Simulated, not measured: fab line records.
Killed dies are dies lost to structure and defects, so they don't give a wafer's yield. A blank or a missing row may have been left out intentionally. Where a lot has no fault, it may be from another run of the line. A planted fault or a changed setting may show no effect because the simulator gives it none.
fab line records ; flow n5_finfet ; part 1 of 2: steps 1 to 18 of 23
[record] lots = 5; wafers = 15; last_day = 19
route steps=1938 shown GATE_CUT@479
lots untouched by any fault: they come from a run of this same line in which no faults occurred
start_h: hours from the record's first day to the start of the lot's first wafer shown ; wait_h: hours elapsed since this lot's preceding step ; " identical to the entry in the row above ; L1.1+2: a row that stands for several wafers ; - value missing, or start not given ; * or withheld: withheld ; < > ~ a bound
route shown NAME@n: NAME is a module with steps in the file, n the number in the route of the first one ; usual: mean and standard deviation over wafers with no fault ; same: alike in all rows ; chamber/n: place in a boat ; sites: each site's reading ; _std_site: their standard deviation ; _edge_site: mean of outer sites minus mean of inner sites ; radius_mm: for every site, how far away it sits from the centre of the wafer ; mask NAME#n: copy n ; behind: tool/chamber where the wafer was last shaped ; hold: why the lot went on hold/how many hours it stayed there/how the hold came to an end ; device: transistor that didn't switch, given as n, p or np ; end of line: the tests these same wafers got at the end of their route ; a step given without rows: its recipe and nothing more ; killed: dies lost to structure and defects at the first sort, not the wafer's yield ; map: dies across one wafer; x = killed, . = not, _ = none there
set.NAME: the setting the step ran with; set.NAME@STEP: the setting that earlier step ran with ; model.NAME: the simulator's own value behind a step, which no gauge read
certain route steps with their lots: each step a table, each wafer a row
services: from which hour (start_h, from the record's first day; less than 0 if before it) a tool's chamber was out of use, for how many hours, and why
[[steps]]
[step N5_GATE_CUT_COAT_35]
[recipe] resist = SiARC; temp_c = 220; time_s = 60; spin_rpm = 1500; resist_thk_nm = 10
[usual] dispense_pressure_kPa = 52/4.7; resist_line_temp_C = 23.00/0.089
lot.wafer;tool;chamber;start_h;wait_h;dispense_pressure_kPa;resist_line_temp_C
L074.1;litho_track-03;0;-;-;54;22.91
L074.4;litho_track-03;0;-;-;54;22.89
L074.5;litho_track-03;0;-;-;54;22.93
L076.2;litho_track-01;0;-;-;46;23.08
L076.3;litho_track-01;0;-;-;46;23.15
L076.6;litho_track-01;0;-;-;46;23.12
L079.1;litho_track-04;0;-;-;58;22.98
L079.3;litho_track-04;0;-;-;58;22.98
L079.5;litho_track-04;0;-;-;58;22.96
L091.1;litho_track-01;0;-;-;46;23.01
L091.2;litho_track-01;0;-;-;46;23.08
L091.5;litho_track-01;0;-;-;46;22.96
L095.2;litho_track-03;0;-;-;54;22.93
L095.3;litho_track-03;0;-;-;54;23.01
L095.6;litho_track-03;0;-;-;54;22.98
[step N5_GATE_CUT_COAT_27]
[recipe] resist = underlayer; temp_c = 205; time_s = 60; spin_rpm = 1500; resist_thk_nm = 10
[usual] dispense_pressure_kPa = 52/4.7; resist_line_temp_C = 22.99/0.1
lot.wafer;tool;chamber;start_h;wait_h;dispense_pressure_kPa;resist_line_temp_C
L074.1;litho_track-03;0;-;-;54;22.82
L074.4;litho_track-03;0;-;-;54;23.00
L074.5;litho_track-03;0;-;-;54;22.87
L076.2;litho_track-01;0;-;-;46;22.98
L076.3;litho_track-01;0;-;-;46;23.07
L076.6;litho_track-01;0;-;-;46;23.06
L079.1;litho_track-04;0;-;-;58;23.12
L079.3;litho_track-04;0;-;-;58;22.99
L079.5;litho_track-04;0;-;-;58;23.23
L091.1;litho_track-01;0;-;-;46;23.11
L091.2;litho_track-01;0;-;-;46;23.08
L091.5;litho_track-01;0;-;-;46;23.04
L095.2;litho_track-03;0;-;-;54;22.96
L095.3;litho_track-03;0;-;-;54;22.97
L095.6;litho_track-03;0;-;-;54;22.88
[step N5_GATE_CUT_COAT_07]
[recipe] resist = CAR-EUV; spin_rpm = 1500; resist_thk_nm = 30
[usual] dispense_pressure_kPa = 52/4.7; resist_line_temp_C = 23.03/0.11
lot.wafer;tool;chamber;start_h;wait_h;dispense_pressure_kPa;resist_line_temp_C
L074.1;litho_track-03;0;-;-;54;22.86
L074.4;litho_track-03;0;-;-;54;22.90
L074.5;litho_track-03;0;-;-;54;22.92
L076.2;litho_track-01;0;-;-;46;23.08
L076.3;litho_track-01;0;-;-;46;23.10
L076.6;litho_track-01;0;-;-;46;23.11
L079.1;litho_track-04;0;-;-;58;23.17
L079.3;litho_track-04;0;-;-;58;23.22
L079.5;litho_track-04;0;-;-;58;23.33
L091.1;litho_track-01;0;-;-;46;23.08
L091.2;litho_track-01;0;-;-;46;23.20
L091.5;litho_track-01;0;-;-;46;23.19
L095.2;litho_track-03;0;-;-;54;22.94
L095.3;litho_track-03;0;-;-;54;22.84
L095.6;litho_track-03;0;-;-;54;23.11
[step N5_GATE_CUT_EBR_09]
[recipe] solvent = PGMEA; ebr_width_mm = 1.5
[usual] resist_line_temp_C = 22.97/0.11
lot.wafer;tool;chamber;start_h;wait_h;resist_line_temp_C
L074.1;litho_track-03;0;-;-;22.99
L074.4;litho_track-03;0;-;-;23.09
L074.5;litho_track-03;0;-;-;23.09
L076.2;litho_track-01;0;-;-;23.04
L076.3;litho_track-01;0;-;-;23.05
L076.6;litho_track-01;0;-;-;22.88
L079.1;litho_track-04;0;-;-;22.97
L079.3;litho_track-04;0;-;-;23.11
L079.5;litho_track-04;0;-;-;23.08
L091.1;litho_track-01;0;-;-;22.88
L091.2;litho_track-01;0;-;-;23.02
L091.5;litho_track-01;0;-;-;23.06
L095.2;litho_track-03;0;-;-;22.75
L095.3;litho_track-03;0;-;-;22.85
L095.6;litho_track-03;0;-;-;22.81
[step N5_GATE_CUT_SOFTBAKE_08]
[recipe] temp_c = 110; time_s = 60; resist = CAR-EUV
[usual] resist_line_temp_C = 23.02/0.12
lot.wafer;tool;chamber;start_h;wait_h;resist_line_temp_C
L074.1;litho_track-03;0;-;-;23.05
L074.4;litho_track-03;0;-;-;23.16
L074.5;litho_track-03;0;-;-;23.37
L076.2;litho_track-01;0;-;-;23.15
L076.3;litho_track-01;0;-;-;23.01
L076.6;litho_track-01;0;-;-;23.05
L079.1;litho_track-04;0;-;-;23.11
L079.3;litho_track-04;0;-;-;23.04
L079.5;litho_track-04;0;-;-;23.04
L091.1;litho_track-01;0;-;-;22.87
L091.2;litho_track-01;0;-;-;22.98
L091.5;litho_track-01;0;-;-;22.84
L095.2;litho_track-03;0;-;-;23.13
L095.3;litho_track-03;0;-;-;22.96
L095.6;litho_track-03;0;-;-;23.02
[step N5_GATE_CUT_EXPOSE_10]
[recipe] mask_id = GATE_CUT; na = 0.33; source_shape = annular; sigma_inner = 0.35; sigma_outer = 0.8; polarization = unpolarized; target_cd_nm = 20; dose_mj = 43.25
[same] na = 0.33; sigma_inner = 0.35; sigma_outer = 0.8
lot.wafer;tool;chamber;start_h;wait_h;mask
L074.1+4+5;euv_scanner-02;0;89.06;-;GATE_CUT#0
L076.2+3+6;euv_scanner-01;0;99.04;-;GATE_CUT#0
L079.1+3+5;euv_scanner-01;0;119.34;-;GATE_CUT#0
L091.1+2+5;euv_scanner-01;0;188.31;-;GATE_CUT#0
L095.2+3+6;euv_scanner-01;0;212.04;-;GATE_CUT#0
[step N5_GATE_CUT_PEB_11]
[recipe] peb_temp_c = 100; peb_time_s = 60; resist = CAR-EUV
[usual] resist_line_temp_C = 23.00/0.099
[same] peb_time_s = 60
lot.wafer;tool;chamber;start_h;wait_h;resist_line_temp_C
L074.1;litho_track-03;0;89.13;0.1;23.04
L074.4;litho_track-03;0;89.13;0.1;23.02
L074.5;litho_track-03;0;89.13;0.1;22.91
L076.2;litho_track-03;0;99.10;0.1;22.98
L076.3;litho_track-03;0;99.10;0.1;22.96
L076.6;litho_track-03;0;99.10;0.1;22.90
L079.1;litho_track-01;0;119.40;0.1;22.95
L079.3;litho_track-01;0;119.40;0.1;23.05
L079.5;litho_track-01;0;119.40;0.1;23.09
L091.1;litho_track-04;0;188.38;0.1;23.23
L091.2;litho_track-04;0;188.38;0.1;23.02
L091.5;litho_track-04;0;188.38;0.1;22.93
L095.2;litho_track-01;0;212.10;0.1;22.88
L095.3;litho_track-01;0;212.10;0.1;23.00
L095.6;litho_track-01;0;212.10;0.1;22.94
[step N5_GATE_CUT_DEVELOP_12]
[recipe] develop_time_s = 30; developer = TMAH; resist = CAR-EUV; rinse_liquid = surfactant_rinse; dry = air_spin; dev_temp_c = 23
[usual] resist_line_temp_C = 23.01/0.096
lot.wafer;tool;chamber;start_h;wait_h;resist_line_temp_C
L074.1;litho_track-03;0;-;-;22.97
L074.4;litho_track-03;0;-;-;23.13
L074.5;litho_track-03;0;-;-;23.06
L076.2;litho_track-03;0;-;-;22.92
L076.3;litho_track-03;0;-;-;22.88
L076.6;litho_track-03;0;-;-;23.05
L079.1;litho_track-01;0;-;-;22.97
L079.3;litho_track-01;0;-;-;22.99
L079.5;litho_track-01;0;-;-;22.96
L091.1;litho_track-04;0;-;-;22.99
L091.2;litho_track-04;0;-;-;23.07
L091.5;litho_track-04;0;-;-;23.04
L095.2;litho_track-01;0;-;-;22.99
L095.3;litho_track-01;0;-;-;22.92
L095.6;litho_track-01;0;-;-;22.83
[step N5_GATE_CUT_CD_MEAS_13]
[recipe] target_cd_nm = 20; landing_energy_ev = 500; detector = se_inlens
[usual] cd_nm = 20.02/0.25
lot.wafer;tool;chamber;start_h;wait_h;cd_nm
L074.1;cd_sem-02;0;89.19;-;20.15
L074.4;cd_sem-02;0;89.19;-;19.77
L074.5;cd_sem-02;0;89.19;-;20.40
L076.2;cd_sem-01;0;99.16;-;20.51
L076.3;cd_sem-01;0;99.16;-;19.90
L076.6;cd_sem-01;0;99.16;-;20.25
L079.1;cd_sem-03;0;119.47;-;20.10
L079.3;cd_sem-03;0;119.47;-;20.28
L079.5;cd_sem-03;0;119.47;-;20.19
L091.1;cd_sem-03;0;188.44;-;19.71
L091.2;cd_sem-03;0;188.44;-;19.58
L091.5;cd_sem-03;0;188.44;-;19.65
L095.2;cd_sem-02;0;212.17;-;19.78
L095.3;cd_sem-02;0;212.17;-;20.30
L095.6;cd_sem-02;0;212.17;-;20.03
[step N5_GATE_CUT_OVL_MEAS_14]
[recipe] points_per_wafer = 522
[usual] GATE_CUT_OVL = 0.1/0.55
lot.wafer;tool;chamber;start_h;wait_h;GATE_CUT_OVL[nm]
L074.1;overlay-01;0;89.22;0.0;0.4
L074.4;overlay-01;0;89.22;0.0;0.3
L074.5;overlay-01;0;89.22;0.0;0.5
L076.2;overlay-02;0;99.20;0.0;0.9
L076.3;overlay-02;0;99.20;0.0;0.7
L076.6;overlay-02;0;99.20;0.0;0.6
L079.1;overlay-01;0;119.50;0.0;-0.3
L079.3;overlay-01;0;119.50;0.0;-0.5
L079.5;overlay-01;0;119.50;0.0;0.6
L091.1;overlay-02;0;188.47;0.0;0.0
L091.2;overlay-02;0;188.47;0.0;-0.3
L091.5;overlay-02;0;188.47;0.0;0.8
L095.2;overlay-02;0;212.21;0.0;-0.4
L095.3;overlay-02;0;212.21;0.0;-0.1
L095.6;overlay-02;0;212.21;0.0;0.6
[step N5_GATE_CUT_INSPECT_15]
[recipe] mode = adi; inspect_instrument = brightfield
[usual] raw_defect_count = 124/42
lot.wafer;tool;chamber;start_h;wait_h;raw_defect_count
L074.1;defect_inspect-02;-;89.28;0.1;209
L074.4;defect_inspect-02;-;89.28;0.1;145
L074.5;defect_inspect-02;-;89.28;0.1;109
L076.2;defect_inspect-01;-;99.25;0.0;155
L076.3;defect_inspect-01;-;99.25;0.0;135
L076.6;defect_inspect-01;-;99.25;0.0;172
L079.1;defect_inspect-02;-;119.56;0.1;175
L079.3;defect_inspect-02;-;119.56;0.1;95
L079.5;defect_inspect-02;-;119.56;0.1;106
L091.1;defect_inspect-02;-;188.53;0.1;165
L091.2;defect_inspect-02;-;188.53;0.1;68
L091.5;defect_inspect-02;-;188.53;0.1;44
L095.2;defect_inspect-01;-;212.26;0.0;101
L095.3;defect_inspect-01;-;212.26;0.0;111
L095.6;defect_inspect-01;-;212.26;0.0;139
[step N5_GATE_CUT_DESCUM_18]
[recipe] chemistry = O2; time_s = 7; source_power_w = 50; bias_power_w = 20; pressure_mtorr = 20; rf_frequency_hz = 2.712e+07; temp_c = 40; resist = CAR-EUV; o2_flow_sccm = 225
[usual] drypump_motor_current_A = 5.6/0.35; oes_product_au = 0.78/0.081; rf_fwd_power_W = 49.38/0.26; rf_vpp_V = 243.3/1.4; showerhead_plenum_p_Torr = 2.11/0.076; throttle_valve_pct = 20.63/0.23
lot.wafer;tool;chamber;start_h;wait_h;drypump_motor_current_A;oes_product_au;rf_fwd_power_W;rf_hours_counter_h;rf_vpp_V;showerhead_plenum_p_Torr;throttle_valve_pct
L074.1;rie_diel-02;1;89.32;0.0;5.6;0.76;49.62;156;244.0;2.18;20.66
L074.4;rie_diel-02;3;89.32;0.0;5.0;0.68;49.26;-;241.2;1.99;21.01
L074.5;rie_diel-02;1;89.32;0.0;5.6;0.76;49.62;-;244.4;2.18;20.66
L076.2;rie_diel-01;1;99.28;0.0;6.1;0.75;49.57;160;242.8;2.09;20.63
L076.3;rie_diel-01;0;99.28;0.0;5.7;0.74;49.28;161;243.2;2.11;20.77
L076.6;rie_diel-01;1;99.28;0.0;6.1;0.75;49.33;-;243.3;2.09;20.62
L079.1;rie_diel-03;2;119.59;0.0;5.4;0.78;48.86;125;243.1;2.10;20.76
L079.3;rie_diel-03;1;119.59;0.0;5.9;0.70;49.27;237;240.2;1.97;20.78
L079.5;rie_diel-03;1;119.59;0.0;5.9;0.71;49.05;-;241.3;1.97;20.79
L091.1;rie_diel-03;3;188.57;0.0;5.5;0.74;49.52;200;242.2;2.10;20.94
L091.2;rie_diel-03;0;188.57;0.0;5.4;0.75;49.26;183;240.3;2.10;20.61
L091.5;rie_diel-03;3;188.57;0.0;5.4;0.74;49.40;-;242.7;2.10;20.96
L095.2;rie_diel-03;2;212.29;0.0;5.3;0.75;48.92;156;241.9;2.09;20.79
L095.3;rie_diel-03;3;212.29;0.0;5.5;0.73;49.55;207;243.2;2.09;20.96
L095.6;rie_diel-03;0;212.29;0.0;5.4;0.74;49.36;-;244.1;2.10;20.62
[step N5_GATE_CUT_ETCH_28]
[recipe] chemistry = N2/H2; target = underlayer; target_depth_a = 130; mask_material = CAR-EUV; time_s = 10.4; ion_energy_ev = 200; pressure_mtorr = 30; source_w = 840; bias_w = 150; n2_flow_sccm = 200; h2_flow_sccm = 200; ends = cleared
[usual] drypump_motor_current_A = 5.6/0.35; etch_rf_on_time_s = 10.36/0.22; h2_flow_sccm = 200.1/0.62; oes_product_au = 0.67/0.071; rf_fwd_power_W = 819.0/3; rf_vpp_V = 524.1/2.5; showerhead_plenum_p_Torr = 2.55/0.088; throttle_valve_pct = 18.05/0.22
lot.wafer;tool;chamber;start_h;wait_h;drypump_motor_current_A;etch_rf_on_time_s;h2_flow_sccm;oes_product_au;rf_fwd_power_W;rf_hours_counter_h;rf_vpp_V;showerhead_plenum_p_Torr;throttle_valve_pct
L074.1;rie_diel-02;1;89.35;0.0;5.6;10.76;201.3;0.63;815.5;156;525.7;2.65;18.09
L074.4;rie_diel-02;3;89.35;0.0;5.0;10.34;200.9;0.59;819.8;-;519.9;2.39;18.25
L074.5;rie_diel-02;1;89.35;0.0;5.6;10.76;201.3;0.63;820.2;-;524.9;2.65;18.10
L076.2;rie_diel-01;1;99.32;0.0;6.0;10.67;199.4;0.65;814.9;160;523.4;2.54;18.19
L076.3;rie_diel-01;0;99.32;0.0;5.7;10.40;200.0;0.63;822.7;161;523.0;2.55;18.12
L076.6;rie_diel-01;1;99.32;0.0;6.0;10.62;199.9;0.65;815.5;-;522.9;2.54;18.17
L079.1;rie_diel-03;2;119.63;0.0;5.3;10.24;199.8;0.67;822.7;125;523.6;2.54;17.99
L079.3;rie_diel-03;1;119.63;0.0;5.9;10.16;199.4;0.61;819.7;237;520.9;2.40;18.34
L079.5;rie_diel-03;1;119.63;0.0;5.9;10.26;200.2;0.61;815.8;-;521.0;2.40;18.32
L091.1;rie_diel-03;3;188.60;0.0;5.5;10.63;199.4;0.62;820.7;200;523.7;2.51;18.24
L091.2;rie_diel-03;0;188.60;0.0;5.4;10.41;200.8;0.63;818.5;183;522.9;2.54;18.14
L091.5;rie_diel-03;3;188.60;0.0;5.4;10.74;199.7;0.62;816.1;-;524.1;2.51;18.24
L095.2;rie_diel-03;2;212.33;0.0;5.4;10.31;200.1;0.64;818.8;156;522.4;2.52;18.04
L095.3;rie_diel-03;3;212.33;0.0;5.5;10.56;200.1;0.62;813.8;207;523.9;2.51;18.25
L095.6;rie_diel-03;0;212.33;0.0;5.5;10.24;200.1;0.63;818.2;-;525.3;2.54;18.14
[step N5_GATE_CUT_ETCH_36]
[recipe] chemistry = CF4; target = SiARC; target_depth_a = 130; mask_material = CAR-EUV; time_s = 21.7; ion_energy_ev = 80; pressure_mtorr = 40; source_w = 545; bias_w = 36; Ar_flow_sccm = 100; cf4_flow_sccm = 100; ends = cleared
[usual] drypump_motor_current_A = 5.6/0.35; etch_rf_on_time_s = 21.6/0.43; oes_product_au = 0.67/0.07; rf_fwd_power_W = 531.7/1.8; rf_vpp_V = 184.3/1.2; showerhead_plenum_p_Torr = 2.15/0.071; throttle_valve_pct = 15.78/0.22
lot.wafer;tool;chamber;start_h;wait_h;drypump_motor_current_A;etch_rf_on_time_s;oes_product_au;rf_fwd_power_W;rf_hours_counter_h;rf_vpp_V;showerhead_plenum_p_Torr;throttle_valve_pct
L074.1;rie_diel-02;1;89.37;0.0;5.6;22.2;0.64;530.7;156;184.8;2.22;15.75
L074.4;rie_diel-02;3;89.37;0.0;5.1;21.8;0.58;531.0;-;182.6;2.04;16.15
L074.5;rie_diel-02;1;89.37;0.0;5.6;22.1;0.63;528.9;-;185.6;2.22;15.75
L076.2;rie_diel-01;1;99.34;0.0;6.0;22.1;0.65;531.7;160;184.0;2.13;15.80
L076.3;rie_diel-01;0;99.34;0.0;5.7;21.8;0.63;530.1;161;185.3;2.15;15.82
L076.6;rie_diel-01;1;99.34;0.0;6.1;22.2;0.64;528.9;-;185.3;2.13;15.80
L079.1;rie_diel-03;2;119.65;0.0;5.3;21.2;0.66;530.7;125;185.8;2.14;15.86
L079.3;rie_diel-03;1;119.65;0.0;5.9;21.2;0.61;531.0;237;183.4;2.02;16.01
L079.5;rie_diel-03;1;119.65;0.0;5.9;21.3;0.61;532.3;-;183.2;2.02;16.00
L091.1;rie_diel-03;3;188.62;0.0;5.5;22.0;0.62;533.0;200;182.6;2.13;16.01
L091.2;rie_diel-03;0;188.62;0.0;5.4;21.7;0.63;531.5;183;183.5;2.13;15.70
L091.5;rie_diel-03;3;188.62;0.0;5.5;22.0;0.63;532.9;-;182.8;2.13;16.01
L095.2;rie_diel-03;2;212.35;0.0;5.4;21.2;0.66;532.1;156;184.2;2.13;15.91
L095.3;rie_diel-03;3;212.35;0.0;5.5;21.7;0.63;532.8;207;184.2;2.13;16.01
L095.6;rie_diel-03;0;212.35;0.0;5.4;21.2;0.63;532.1;-;184.1;2.13;15.74
[step N5_GATE_CUT_ETCH_37]
[recipe] chemistry = N2/H2; target = SOC; target_depth_a = 600; overetch_a = 120; mask_material = SiARC; temp_c = 40; time_s = 90; ion_energy_ev = 200; pressure_mtorr = 30; source_w = 840; bias_w = 150; n2_flow_sccm = 200; h2_flow_sccm = 200
[usual] drypump_motor_current_A = 5.6/0.35; h2_flow_sccm = 200.0/0.58; oes_product_au = 0.70/0.071; rf_fwd_power_W = 834/3.2; rf_vpp_V = 524.2/2.7; showerhead_plenum_p_Torr = 2.55/0.088; throttle_valve_pct = 18.02/0.22
lot.wafer;tool;chamber;start_h;wait_h;drypump_motor_current_A;h2_flow_sccm;oes_product_au;rf_fwd_power_W;rf_hours_counter_h;rf_vpp_V;showerhead_plenum_p_Torr;throttle_valve_pct
L074.1;rie_diel-02;1;89.40;0.0;5.6;200.4;0.68;836;156;527.1;2.65;18.07
L074.4;rie_diel-02;3;89.40;0.0;5.0;199.8;0.61;830;-;519.2;2.39;18.22
L074.5;rie_diel-02;1;89.40;0.0;5.6;200.3;0.67;833;-;526.7;2.65;18.05
L076.2;rie_diel-01;1;99.37;0.0;6.0;199.4;0.68;833;160;523.8;2.54;18.17
L076.3;rie_diel-01;0;99.37;0.0;5.8;199.3;0.66;834;161;524.6;2.55;18.09
L076.6;rie_diel-01;1;99.37;0.0;6.0;200.7;0.69;833;-;525.0;2.54;18.16
L079.1;rie_diel-03;2;119.67;0.0;5.4;199.9;0.70;829;125;524.4;2.54;17.98
L079.3;rie_diel-03;1;119.67;0.0;6.0;199.3;0.64;834;237;520.8;2.40;18.30
L079.5;rie_diel-03;1;119.67;0.0;5.9;199.8;0.63;834;-;519.6;2.40;18.31
L091.1;rie_diel-03;3;188.65;0.0;5.5;200.6;0.67;837;200;524.8;2.51;18.23
L091.2;rie_diel-03;0;188.65;0.0;5.4;200.3;0.67;832;183;522.1;2.54;18.11
L091.5;rie_diel-03;3;188.65;0.0;5.5;200.0;0.66;839;-;524.8;2.51;18.22
L095.2;rie_diel-03;2;212.37;0.0;5.3;199.9;0.67;827;156;523.6;2.52;18.04
L095.3;rie_diel-03;3;212.37;0.0;5.5;200.0;0.66;833;207;523.4;2.51;18.23
L095.6;rie_diel-03;0;212.37;0.0;5.4;200.3;0.66;835;-;524.5;2.54;18.12
[step N5_GATE_CUT_STRIP_38]
[recipe] chemistry = N2/H2; temp_c = 40; n2_flow_sccm = 200; h2_flow_sccm = 200; rf_frequency_hz = 6e+07
lot.wafer;tool;chamber;start_h;wait_h
L074.1+4+5;rie_diel-02;1,3,1;89.46;0.0
L076.2+3+6;rie_diel-01;1,0,1;99.43;0.0
L079.1+3+5;rie_diel-03;2,1,1;119.74;0.0
L091.1+2+5;rie_diel-03;3,0,3;188.71;0.0
L095.2+3+6;rie_diel-03;2,3,0;212.44;0.0
[step N5_GATE_CUT_STRIP_39]
[recipe] chemistry = N2/H2; temp_c = 40; n2_flow_sccm = 200; h2_flow_sccm = 200; rf_frequency_hz = 6e+07
lot.wafer;tool;chamber;start_h;wait_h
L074.1+4+5;rie_diel-02;1,3,1;89.47;0.0
L076.2+3+6;rie_diel-01;1,0,1;99.44;0.0
L079.1+3+5;rie_diel-03;2,1,1;119.75;0.0
L091.1+2+5;rie_diel-03;3,0,3;188.72;0.0
L095.2+3+6;rie_diel-03;2,3,0;212.45;0.0
[step N5_GATE_CUT_HM_OPEN_40]
[recipe] chemistry = C4F6/O2; target = SiO2; mask_material = SiARC; target_depth_a = 1390; time_s = 85.1; ion_energy_ev = 250; pressure_mtorr = 30; source_w = 345; bias_w = 185; Ar_flow_sccm = 300; C4F6_flow_sccm = 10; O2_flow_sccm = 10; ends = cleared
[usual] drypump_motor_current_A = 5.6/0.35; etch_rf_on_time_s = 92.8/1.8; oes_product_au = 0.70/0.074; rf_fwd_power_W = 342.1/1.5; rf_vpp_V = 668/11; showerhead_plenum_p_Torr = 2.86/0.097; throttle_valve_pct = 21.12/0.23
lot.wafer;tool;chamber;start_h;wait_h;drypump_motor_current_A;etch_rf_on_time_s;oes_product_au;rf_fwd_power_W;rf_hours_counter_h;rf_vpp_V;showerhead_plenum_p_Torr;throttle_valve_pct
L074.1;rie_diel-02;1;89.48;0.0;5.6;94.8;0.68;342.1;156;675;2.96;21.10
L074.4;rie_diel-02;3;89.48;0.0;5.1;94.6;0.62;340.5;-;673;2.72;21.53
L074.5;rie_diel-02;1;89.48;0.0;5.6;94.2;0.68;341.9;-;675;2.96;21.11
L076.2;rie_diel-01;1;99.45;0.0;6.1;93.9;0.67;341.5;160;668;2.85;21.19
L076.3;rie_diel-01;0;99.45;0.0;5.7;90.1;0.68;342.7;161;665;2.86;21.20
L076.6;rie_diel-01;1;99.45;0.0;6.1;92.8;0.69;340.7;-;667;2.85;21.17
L079.1;rie_diel-03;2;119.76;0.0;5.4;91.4;0.70;339.5;125;662;2.84;21.16
L079.3;rie_diel-03;1;119.76;0.0;6.0;93.1;0.64;340.3;238;676;2.68;21.31
L079.5;rie_diel-03;1;119.76;0.0;6.0;93.2;0.64;341.5;-;675;2.68;21.28
L091.1;rie_diel-03;3;188.73;0.0;5.5;93.4;0.66;342.8;200;656;2.83;21.34
L091.2;rie_diel-03;0;188.73;0.0;5.4;91.2;0.68;341.0;183;673;2.85;21.09
L091.5;rie_diel-03;3;188.73;0.0;5.5;94.2;0.66;341.2;-;656;2.83;21.32
L095.2;rie_diel-03;2;212.46;0.0;5.3;92.8;0.68;340.7;156;660;2.83;21.22
L095.3;rie_diel-03;3;212.46;0.0;5.5;92.3;0.66;344.8;207;655;2.83;21.35
L095.6;rie_diel-03;0;212.46;0.0;5.4;95.5;0.66;342.1;-;674;2.85;21.10
